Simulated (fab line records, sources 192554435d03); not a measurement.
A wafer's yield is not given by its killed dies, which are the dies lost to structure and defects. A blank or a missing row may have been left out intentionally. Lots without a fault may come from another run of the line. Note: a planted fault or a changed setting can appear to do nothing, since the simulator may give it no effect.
Split-lot trial	flow n5Finfet	21 wafers read across 7 lots, on a route 1938 steps long

SPLIT DETAILS
At N5_DUMMY_GATE_CVD_03 (deposits a-Si from SiH4, target thk 150 nm, time 8042 s), the setting tempC was moved away from the recipe's 530 C on 15 of the 21 wafers read, by -2.5% to +4.4%. This setting was run at the recipe's value on the other wafers.

Reading taken at the split's own step.

THE READING
a-Si_of_DUMMY_GATE_CVD_03.thkNm (the simulator's own value, which no gauge read), in nm, at N5_DUMMY_GATE_CVD_03 (deposits a-Si from SiH4, target thk 150 nm, time 8042 s). The file gives no usual value for it. The 6 wafers here that ran the recipe average 149.2 nm, standard deviation 0.93 nm.

wafer	tool, chamber at the split	tempC as run, C	against the recipe	a-Si_of_DUMMY_GATE_CVD_03.thkNm, nm	against lot-mates on the recipe
L075.3	-, -	530	recipe	148.2	-
L075.4	-, -	530	recipe	149.4	-
L075.6	-, -	530	recipe	150.8	-
L076.3	-, -	520.2	-1.8%	113.2	no lot-mate on the recipe
L076.5	-, -	520.2	-1.8%	113.2	no lot-mate on the recipe
L076.6	-, -	520.2	-1.8%	112.6	no lot-mate on the recipe
L080.1	-, -	547.8	+3.4%	244.8	no lot-mate on the recipe
L080.2	-, -	547.8	+3.4%	243	no lot-mate on the recipe
L080.3	-, -	547.8	+3.4%	243.2	no lot-mate on the recipe
L081.1	lpcvd-02, 0/90	530	recipe	148.6	-
L081.2	lpcvd-02, 0/95	530	recipe	148.4	-
L081.4	lpcvd-02, 0/104	530	recipe	150	-
L083.2	-, -	516.7	-2.5%	100.6	no lot-mate on the recipe
L083.6	-, -	516.7	-2.5%	100.6	no lot-mate on the recipe
L083.5	-, -	516.7	-2.5%	100	no lot-mate on the recipe
L085.4	-, -	553.2	+4.4%	281.2	no lot-mate on the recipe
L085.5	-, -	553.2	+4.4%	281	no lot-mate on the recipe
L085.6	-, -	553.2	+4.4%	281.6	no lot-mate on the recipe
L092.2	-, -	540.4	+2.0%	199.6	no lot-mate on the recipe
L092.6	-, -	540.4	+2.0%	199.6	no lot-mate on the recipe
L092.5	-, -	540.4	+2.0%	200.4	no lot-mate on the recipe

FIT RESULTS
A straight line over all 21 wafers: a-Si_of_DUMMY_GATE_CVD_03.thkNm changes by +26 nm for each +1% of tempC; r = +0.99; the points scatter about the line by 7.9 nm.
Too few moved wafers have a lot-mate on the recipe to fit a line with each lot's own level taken away.

THE WHOLE CHAIN: every reading that the file lists as answering this split, in the file's order
step	what it does	reading	change (the file's fit)	r (the file's)
N5_DUMMY_GATE_CVD_03	deposits a-Si from SiH4, target thk 150 nm, time 8042 s	a-Si_of_DUMMY_GATE_CVD_03.thkNm (the simulator's own value, which no gauge read)	+26 nm for each +1% of the setting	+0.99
N5_DUMMY_GATE_CMP_04	polishes a-Si	timeToEndpointS	withheld for each +1% of the setting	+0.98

THE FILE'S OWN FIT
a-Si_of_DUMMY_GATE_CVD_03.thkNm changes by +26 nm for each +1% of tempC, r = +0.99.
